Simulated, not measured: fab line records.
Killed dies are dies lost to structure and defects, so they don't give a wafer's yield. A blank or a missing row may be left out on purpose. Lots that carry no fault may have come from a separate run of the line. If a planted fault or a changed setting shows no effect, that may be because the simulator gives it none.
Problem report, 8D (eight disciplines) form, completed by code || flow n5Finfet || the parts of the form that need people (team, actions taken, sign-off) are left out

== 1. THE ISSUE ==
spinSpeedRpm at N5_BEOL_M8_COAT_64 reads a mean of 1241.2 rpm on 6 wafers of 2 lots; wafers without a fault read 1500.0 rpm with a standard deviation of 0.95. So: -99 or more standard deviations from the usual mean.
The step: time 60 s, resist thk 12 nm.
Earliest sighting: wafer L273.2 on lithoTrack-01 at day 14 09:34. Wafers with a number at this step in the record: 30, from 10 lots. The rule behind "out" and "out of limits": a value lying over 4 standard deviations away from the usual mean. The rest of the wafers with a number are treated as sound.

== 2. WHAT IT IS, WHAT IT ISN'T ==
{"question": "which readings at this step", "is": "spinSpeedRpm", "is not": "dispensePressureKPa"}
{"question": "which lots", "is": "L273, L275", "is not": "L262, L264, L265, L266, L267, L272, L281, L284"}
{"question": "which wafers of those lots", "is": "all that have a number", "is not": "-"}
{"question": "read on which tools", "is": "lithoTrack-01", "is not": "lithoTrack-04, lithoTrack-05"}
{"question": "when", "is": "from day 14 09:34", "is not": "up to then (18 sound wafers); but 6 sound wafers of L281, L284 came after"}

== 3. THE SUSPECTS, EACH WITH WHAT RULES IT OUT ==
Counting: a tool stays on the suspect list if, at a process step up to the reading, it processed all lots that are out and no sound lot following the first of them.
- pecvd-04 at N5_BEOL_M8_ILD_DEP_00 (deposits SiCOH lowk from DEMS/porogen, target thk 179.75 nm, time 33.4 s): ruled out as a lasting fault. Sound lots L281 ran on it after its first lot that is out, L273 (day 14 05:26).
- lithoTrack-01 at N5_BEOL_M8_COAT_64 (time 60 s, resist thk 12 nm): kept. All lots that are out passed through it, beginning with L273 at day 14 09:34, and no sound lot followed; its final sound lot before that point was L265 at day 11 20:01. Its own spinSpeedRpm readings are out on those wafers.
The count leaves lithoTrack-01 at N5_BEOL_M8_COAT_64.

== 4. THE CAUSE (what the simulator had put in) ==
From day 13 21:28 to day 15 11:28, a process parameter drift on lithoTrack-01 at N5_BEOL_M8_COAT_64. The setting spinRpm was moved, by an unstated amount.
The count eliminated every tool but this one.

== 5. THE CHAIN OF EFFECTS, in route order ==
Rows list readings where the struck wafers' mean (over those with a number) sits beyond 3 standard deviations from the usual. Only readings for which the record gives a usual standard deviation are gone through. hours: the time from each lot's start at the first step in this table that gives one to its start at this step, as a median over the lots. sigmas: the change in usual standard deviations.
{"hours": 0, "step": "N5_BEOL_M8_COAT_64", "reading": "spinSpeedRpm", "usual": "1500.0 rpm", "on struck wafers": 1241.2, "change": -258.8, "sigmas": "-99 or more"}
{"hours": 1, "step": "N5_BEOL_M8_ETCH_65", "reading": "etchRfOnTimeS", "usual": "26.2 s", "on struck wafers": 28.7, "change": "+2.5", "sigmas": "+6.1"}
Here are the process steps it includes:
- N5_BEOL_M8_COAT_64: time 60 s, resist thk 12 nm.
- N5_BEOL_M8_ETCH_65: etches SiARC in CF4, target depth 15.6 nm, time 26 s.
Later measuring or inspecting steps at which every struck wafer that the step has a row for has a number for every such reading, and none has moved that far: N5_BEOL_M8_INSPECT_30.

== 6. HOW IT WOULD HAVE BEEN CAUGHT EARLIER ==
In this record the first reading out of limits was taken at day 14 09:34, 12 hours after the fault began at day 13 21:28.
